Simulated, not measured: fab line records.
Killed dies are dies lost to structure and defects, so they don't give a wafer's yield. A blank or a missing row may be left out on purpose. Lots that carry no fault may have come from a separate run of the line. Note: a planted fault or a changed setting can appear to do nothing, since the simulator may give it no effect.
Chamber matching / flow n5_finfet / N5_DUMMY_GATE_ALD_02 on ald_sin-04 has 4 sister chambers
The step deposits SiO2, target thk 2 nm, pulse time 1 s. 16 wafers are shown with their chamber, then 8 later ones without.

## WAFERS PAIRED WITH THEIR CHAMBERS
wafer=L075.1; chamber=2; heater_power_outer_w (W)=271; heater_power_w (W)=512; precursor_pulse_height_rel=1.022
wafer=L075.4; chamber=0; heater_power_outer_w (W)=262; heater_power_w (W)=443; precursor_pulse_height_rel=1.015
wafer=L075.6; chamber=2; heater_power_outer_w (W)=274; heater_power_w (W)=518; precursor_pulse_height_rel=1.000
wafer=L076.4; chamber=0; heater_power_outer_w (W)=258; heater_power_w (W)=443; precursor_pulse_height_rel=1.000
wafer=L076.5; chamber=1; heater_power_outer_w (W)=293; heater_power_w (W)=459; precursor_pulse_height_rel=0.992
wafer=L076.6; chamber=2; heater_power_outer_w (W)=274; heater_power_w (W)=510; precursor_pulse_height_rel=0.980
wafer=L079.2; chamber=3; heater_power_outer_w (W)=256; heater_power_w (W)=453; precursor_pulse_height_rel=0.966
wafer=L079.4; chamber=0; heater_power_outer_w (W)=253; heater_power_w (W)=448; precursor_pulse_height_rel=0.999
wafer=L079.5; chamber=1; heater_power_outer_w (W)=289; heater_power_w (W)=460; precursor_pulse_height_rel=0.997
wafer=L081.1; chamber=0; heater_power_outer_w (W)=265; heater_power_w (W)=449; precursor_pulse_height_rel=1.019
wafer=L081.2; chamber=1; heater_power_outer_w (W)=290; heater_power_w (W)=464; precursor_pulse_height_rel=1.022
wafer=L081.6; chamber=1; heater_power_outer_w (W)=293; heater_power_w (W)=466; precursor_pulse_height_rel=1.005
wafer=L087.2; chamber=1; heater_power_outer_w (W)=296; heater_power_w (W)=468; precursor_pulse_height_rel=1.008
wafer=L087.4; chamber=3; heater_power_outer_w (W)=258; heater_power_w (W)=429; precursor_pulse_height_rel=1.003
wafer=L087.6; chamber=1; heater_power_outer_w (W)=292; heater_power_w (W)=473; precursor_pulse_height_rel=1.039
wafer=L091.3; chamber=0; heater_power_outer_w (W)=266; heater_power_w (W)=454; precursor_pulse_height_rel=1.016

SIGNATURES (means of the wafers above)
reading=heater_power_outer_w; chamber 0=260.80; chamber 1=292.17; chamber 2=273.00; chamber 3=257.00; scatter within a chamber=3.58
reading=heater_power_w; chamber 0=447.40; chamber 1=465.00; chamber 2=513.33; chamber 3=441.00; scatter within a chamber=6.73
reading=precursor_pulse_height_rel; chamber 0=1.00980; chamber 1=1.01050; chamber 2=1.00067; chamber 3=0.98450; scatter within a chamber=0.0169
Rule: a wafer's distance from a chamber is the root of the sum, over the readings, of the square of ((its reading less the chamber's mean) divided by the reading's scatter). If the next closest chamber is less than 2 further off than the closest, the wafer can't be placed; otherwise it belongs to the closest. The scatter: take each reading less its chamber's mean, square it, sum over the shown wafers, divide by the number of wafers less the number of chambers, and take the root.

## WAFERS WITH NO CHAMBER GIVEN
wafer=L091.4; heater_power_outer_w (W)=287; heater_power_w (W)=473; precursor_pulse_height_rel=1.004
wafer=L091.6; heater_power_outer_w (W)=266; heater_power_w (W)=448; precursor_pulse_height_rel=1.014
wafer=L093.2; heater_power_outer_w (W)=292; heater_power_w (W)=470; precursor_pulse_height_rel=0.989
wafer=L093.5; heater_power_outer_w (W)=281; heater_power_w (W)=484; precursor_pulse_height_rel=0.992
wafer=L093.6; heater_power_outer_w (W)=254; heater_power_w (W)=436; precursor_pulse_height_rel=0.985
wafer=L094.2; heater_power_outer_w (W)=275; heater_power_w (W)=516; precursor_pulse_height_rel=1.003
wafer=L094.4; heater_power_outer_w (W)=278; heater_power_w (W)=537; precursor_pulse_height_rel=0.989
wafer=L094.5; heater_power_outer_w (W)=296; heater_power_w (W)=469; precursor_pulse_height_rel=0.975

## WHICH CHAMBER EACH WENT THROUGH
wafer=L091.4; from the rows above=1; in truth=1
wafer=L091.6; from the rows above=can't be placed: 0 or 3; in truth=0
wafer=L093.2; from the rows above=1; in truth=1
wafer=L093.5; from the rows above=can't be placed: 1 or 2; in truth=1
wafer=L093.6; from the rows above=can't be placed: 3 or 0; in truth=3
wafer=L094.2; from the rows above=2; in truth=2
wafer=L094.4; from the rows above=2; in truth=2
wafer=L094.5; from the rows above=1; in truth=1
Correct placement for 5 of the 8. Not placeable from these rows: 3 (in 3, the candidates include the true chamber). Wrongly placed: 0.
